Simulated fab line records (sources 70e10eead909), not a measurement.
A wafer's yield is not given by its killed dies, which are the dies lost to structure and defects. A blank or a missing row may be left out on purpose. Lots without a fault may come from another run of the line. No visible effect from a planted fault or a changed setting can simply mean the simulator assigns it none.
Which tool is to blame? -- flow nand_harc -- Sampling: 13 lots, 39 wafers, 6 of 1302 route steps

== WHAT THE GAUGES READ, wafer by wafer ==
NHARC_A_DECK1_JOINT_THK_MEAS_17: measures by ellipsometry. Usual: thk_nm at 44.9 nm, with a standard deviation of 1.2.
lot,measured,on,thk_nm (nm),flag
L822,day 12 12:05,film_metro-01,44.3 44.0 45.3,
L823,day 12 12:16,film_metro-02,44.3 47.2 46.0,
L826,day 13 20:18,film_metro-02,43.6 44.7 44.6,
L827,day 15 06:18,film_metro-01,46.4 44.8 45.5,
L828,day 15 06:12,film_metro-01,43.1 45.5 44.3,
L829,day 15 06:11,film_metro-02,45.1 44.8 44.8,
L833,day 16 17:54,film_metro-01,44.1 44.9 45.7,
L836,day 18 04:32,film_metro-02,45.5 43.5 46.1,
L839,day 19 10:02,film_metro-02,43.3 45.2 45.4,
L842,day 20 20:57,film_metro-01,43.8 46.0 44.4,
L844,day 21 06:15,film_metro-02,46.0 46.6 47.0,
L843,day 21 06:10,film_metro-02,45.5 44.6 45.8,
L845,day 21 21:22,film_metro-02,43.0 44.3 45.2,

NHARC_A_ONON_D2_THK_MEAS_02: measures by ellipsometry. Usual: thk_nm at 1003 nm, with a standard deviation of 10.
lot,measured,on,thk_nm (nm),flag
L822,day 12 12:41,film_metro-01,1015 1014 1014,
L823,day 12 12:53,film_metro-02,1011 1011 1010,
L826,day 13 20:55,film_metro-02,1022 1020 1021,
L827,day 15 06:56,film_metro-02,1005 1007 1007,
L828,day 15 06:49,film_metro-02,1013 1014 1014,
L829,day 15 06:47,film_metro-01,1018 1017 1018,
L833,day 16 18:31,film_metro-01,1002 1001 1001,
L836,day 18 05:09,film_metro-01,1015 1014 1014,
L839,day 19 10:38,film_metro-02,998 996 998,
L842,day 20 21:34,film_metro-01,1009 1007 1006,
L844,day 21 06:52,film_metro-02,994 992 993,
L843,day 21 06:47,film_metro-01,982 980 979,
L845,day 21 22:13,film_metro-01,997 995 996,

NHARC_A_ONON_D2_THK_MEAS_34: measures by ellipsometry. Usual: thk_nm at 200.3 nm, with a standard deviation of 2.7.
lot,measured,on,thk_nm (nm),flag
L822,day 13 01:25,film_metro-02,199.7 203.2 200.3,
L823,day 13 01:13,film_metro-02,195.2 199.5 201.5,
L826,day 14 09:42,film_metro-01,204.2 198.0 201.4,
L827,day 15 19:13,film_metro-01,200.5 201.3 201.4,
L828,day 15 19:16,film_metro-02,201.2 197.2 201.8,
L829,day 15 19:12,film_metro-02,194.3 200.6 198.1,
L833,day 17 06:52,film_metro-02,199.1 200.8 173.6,OFF
L836,day 18 17:40,film_metro-01,193.1 193.3 174.1,OFF
L839,day 19 23:03,film_metro-01,200.6 204.0 202.6,
L842,day 21 10:14,film_metro-01,198.1 201.3 204.0,
L844,day 22 02:26,film_metro-01,198.6 203.3 202.7,
L843,day 22 02:10,film_metro-01,197.9 202.2 196.5,
L845,day 22 13:32,film_metro-01,199.9 199.9 203.2,

NHARC_END_SORT_01. Usual: killed_at_array 62, standard deviation 22; killed_at_other 1.0, standard deviation 1.4; killed_at_periphery 4.2, standard deviation 2.8; killed_dies 67, standard deviation 23; killed_open 3.1, standard deviation 1.7; killed_short 2.1, standard deviation 1.5.
lot,measured,on,killed_at_array,killed_at_other,killed_at_periphery,killed_dies,killed_open,killed_short,flag
L833,day 28 15:21,prober-01,54,0,0,54,1,5,

== WHAT TOOL EACH LOT RAN ON (gives the tool, then ch and the chambers of the sampled wafers, and finally the start) ==
lot,NHARC_A_CHANNEL_FILL_D1_CMP_10,NHARC_A_ONON_D2_DEP_33
L822,"cmp-04 ch 1,2, day 11 02:13","pecvd-02 ch 0,1, day 13 01:01"
L823,"cmp-02 ch 0,3, day 11 02:13","pecvd-04 ch 0,2, day 13 00:51"
L826,"cmp-01 ch 0,2,3, day 12 10:34","pecvd-04 ch 0,1,2, day 14 09:17"
L827,"cmp-02 ch 1,3, day 12 21:59","pecvd-02 ch 0,2, day 15 18:51"
L828,"cmp-01 ch 0,2, day 13 11:58","pecvd-04 ch 0,1,2, day 15 18:50"
L829,"cmp-02 ch 1,3, day 13 23:00","pecvd-01 ch 0,2, day 15 18:50"
L833,"cmp-01 ch 0,1,2, day 15 03:07","pecvd-01 ch 0,1,2, day 17 06:28"
L836,"cmp-01 ch 0,1,3, day 16 16:04","pecvd-01 ch 0,1,2, day 18 17:19"
L839,"cmp-02 ch 0,1,3, day 17 21:26","pecvd-02 ch 0,2, day 19 22:41"
L842,"cmp-01 ch 0,1,3, day 19 06:11","pecvd-02 ch 1, day 21 09:41"
L844,"cmp-02 ch 0,2,3, day 19 20:45","pecvd-04 ch 0,1, day 22 02:01"
L843,"cmp-01 ch 0,2,3, day 19 20:50","pecvd-01 ch 0,2, day 22 01:48"
L845,"cmp-04 ch 1,2,3, day 20 11:09","pecvd-02 ch 0,2, day 22 13:07"
- NHARC_A_CHANNEL_FILL_D1_CMP_10: polishes, target thk 150 nm.
- NHARC_A_ONON_D2_DEP_33: deposits SiO2, target thk 200 nm.

== AS READ BY THE TOOLS THEMSELVES (means over the sampled wafers that have a number; for cases with no such wafer, the mark the record gives instead) ==
NHARC_A_CHANNEL_FILL_D1_CMP_10. Usual: edge_zone_pressure_frac 1.000, standard deviation 0.0048; motor_current_A 12.8 A, standard deviation 0.85; time_to_endpoint_s 15.6 s, standard deviation 2.2.
lot,tool,edge_zone_pressure_frac,motor_current_A (A),time_to_endpoint_s (s),flag
L822,cmp-04,1.002,13.7,15.9,
L823,cmp-02,1.005,13.0,17.4,
L826,cmp-01,0.999,13.5,18.2,
L827,cmp-02,1.001,12.3,12.1,
L828,cmp-01,1.007,13.2,15.2,
L829,cmp-02,1.003,12.4,13.4,
L833,cmp-01,1.003,12.9,17.7,
L836,cmp-01,1.003,13.0,14.9,
L839,cmp-02,0.999,12.3,14.1,
L842,cmp-01,1.003,12.4,17.2,
L844,cmp-02,1.001,12.5,14.8,
L843,cmp-01,0.999,13.3,19.4,
L845,cmp-04,0.999,13.1,13.2,

NHARC_A_ONON_D2_DEP_33. Usual: heater_power_w 608 W, standard deviation 87; mfc_precursor_sccm 161.4 sccm, standard deviation 0.45; throttle_valve_pct 15.6 %, standard deviation 0.42.
lot,tool,heater_power_w (W),mfc_precursor_sccm (sccm),throttle_valve_pct (%),flag
L822,pecvd-02,698,161.2,15.3,
L823,pecvd-04,620,161.6,15.6,
L826,pecvd-04,650,161.3,15.5,
L827,pecvd-02,693,161.9,15.3,
L828,pecvd-04,581,161.8,15.7,
L829,pecvd-01,595,161.6,15.5,
L833,pecvd-01,523,154.3,15.9,OFF
L836,pecvd-01,520,154.4,16.0,OFF
L839,pecvd-02,729,161.6,15.2,
L842,pecvd-02,575,161.4,15.6,
L844,pecvd-04,629,161.3,15.4,
L843,pecvd-01,613,160.9,15.8,
L845,pecvd-02,717,161.8,15.2,

== THE ANSWER, worked out from the rows above alone ==
Rule: a lot is off if the mean of its wafers that have a number lies more than 3 standard deviations from the usual mean. A lot without any number at a reading at which 4 lots or more have one is off too. Any other lot the step has rows for is counted as sound. First the gauges in route order, then the tools' own readings, where a lot's mean is used as printed above. At the first step where some lot is off, the reading lying furthest off is the one used; lots without a number count as furthest.
Off: L833, L836, at NHARC_A_ONON_D2_THK_MEAS_34 (thk_nm).
If a tool, at a process step before that reading, ran all the lots that are off and no sound lot after the first of them, it fits. The gauges at NHARC_A_ONON_D2_THK_MEAS_34 aren't tried: what is off there is off at NHARC_A_ONON_D2_DEP_33 too, on other tools, and a gauge's error can't cause that. Of those tried, none fits.

== WHAT HAD BEEN PUT IN BY THE SIMULATOR ==
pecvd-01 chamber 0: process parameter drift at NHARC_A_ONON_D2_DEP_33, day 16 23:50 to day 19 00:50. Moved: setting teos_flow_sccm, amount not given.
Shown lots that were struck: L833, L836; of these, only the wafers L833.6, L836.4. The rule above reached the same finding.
